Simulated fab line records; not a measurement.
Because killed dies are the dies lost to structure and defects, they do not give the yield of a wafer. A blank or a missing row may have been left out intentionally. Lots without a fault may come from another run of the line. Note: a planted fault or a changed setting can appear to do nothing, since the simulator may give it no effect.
A single fault, viewed from 2 desks -- flow n5-finfet -- every desk sees just its own numbers, and what lay behind them comes last

== THE DEFECT DESK ==
Lot by lot, what the route's inspections counted, given as the mean of those sampled wafers with a number. A lot is out of limits, marked OUT, if its mean lies more than 4 standard deviations from the usual mean; the brackets give that distance.
Columns: A = raw-defect-count at N5_BEOL_M15_INSPECT_12, usual 2.3
lot,first seen here,A
L965,day 12 05:16,1.5
L966,day 12 08:12,2.5
L967,day 12 17:13,1.0
L968,day 12 17:25,3.5
L971,day 13 11:52,3.3
L973,day 13 23:18,2.0
L976,day 14 10:43,1.7
L977,day 15 02:08,2.3
L980,day 15 15:56,0.5
L983,day 16 13:04,2.5
L987,day 17 02:25,2.0
L986,day 17 17:31,2.7
Finding of this desk: none of the 12 lots has anything out of limits.

== THE TOOL OWNER'S DESK: rie-diel-01 ==
The tool's own readings at N5_PASSIVATION_VIA_ETCH_13 (etches SiO2 in CHF3/O2, target depth 660 nm, time 330 s): means of the sampled wafers that have a number, for each lot that ran on this tool. A lot is out of limits, marked OUT, if its mean lies more than 4 standard deviations from the usual mean; the brackets give that distance.
Columns: A = drypump-motor-current-A at N5_PASSIVATION_VIA_ETCH_13, usual 5.6 A; B = etch-rf-on-time-s at N5_PASSIVATION_VIA_ETCH_13, usual 237 s; C = oes_ar_750_au at N5_PASSIVATION_VIA_ETCH_13, usual 0.78 a.u.; D = oes-product-au at N5_PASSIVATION_VIA_ETCH_13, usual 0.70 a.u.; E = rf-vpp-V at N5_PASSIVATION_VIA_ETCH_13, usual 522 V; F = showerhead-plenum-p-Torr at N5_PASSIVATION_VIA_ETCH_13, usual 2.38 Torr; G = throttle-valve-pct at N5_PASSIVATION_VIA_ETCH_13, usual 18.96 %
lot,first seen here,A,B,C,D,E,F,G
L966,day 12 23:49,6.2,237,0.72,0.64,523,2.33,19.08
L973,day 14 16:53,5.6,236,0.72,0.65,538,2.34,18.91
L977,day 15 13:11,6.0,342 (+15) OUT,0.71,0.56,541,2.34,18.83
L980,day 16 04:52,6.2,304 (+9.3) OUT,0.85,0.67,528,2.46,18.89
L983,day 17 03:39,6.0,311 (+10) OUT,0.83,0.64,520,2.51,18.86
This desk finds L977, L980, L983 out of limits, L977 being first, at day 15 13:11 (etch-rf-on-time-s at N5_PASSIVATION_VIA_ETCH_13). L966, L973: within limits.

== PUT TOGETHER ==
The tool owner's desk had the chance to raise an alarm at day 15 13:11 on L977, L980, L983.
No out-of-limits result turned up at the defect desk.
The defect desk has L977, L980, L983 on record, within its limits.
On rie-diel-01, each named lot ran N5_PASSIVATION_VIA_ETCH_13.

== WHAT THE SIMULATOR HAD INSERTED ==
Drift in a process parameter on rie-diel-01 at N5_PASSIVATION_VIA_ETCH_13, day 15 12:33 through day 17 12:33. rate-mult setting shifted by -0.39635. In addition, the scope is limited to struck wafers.
Lots struck among those shown: L977, L980, L983.
Delay in hours, fault start to first out-of-limits reading, by desk: the tool owner's desk at 1.
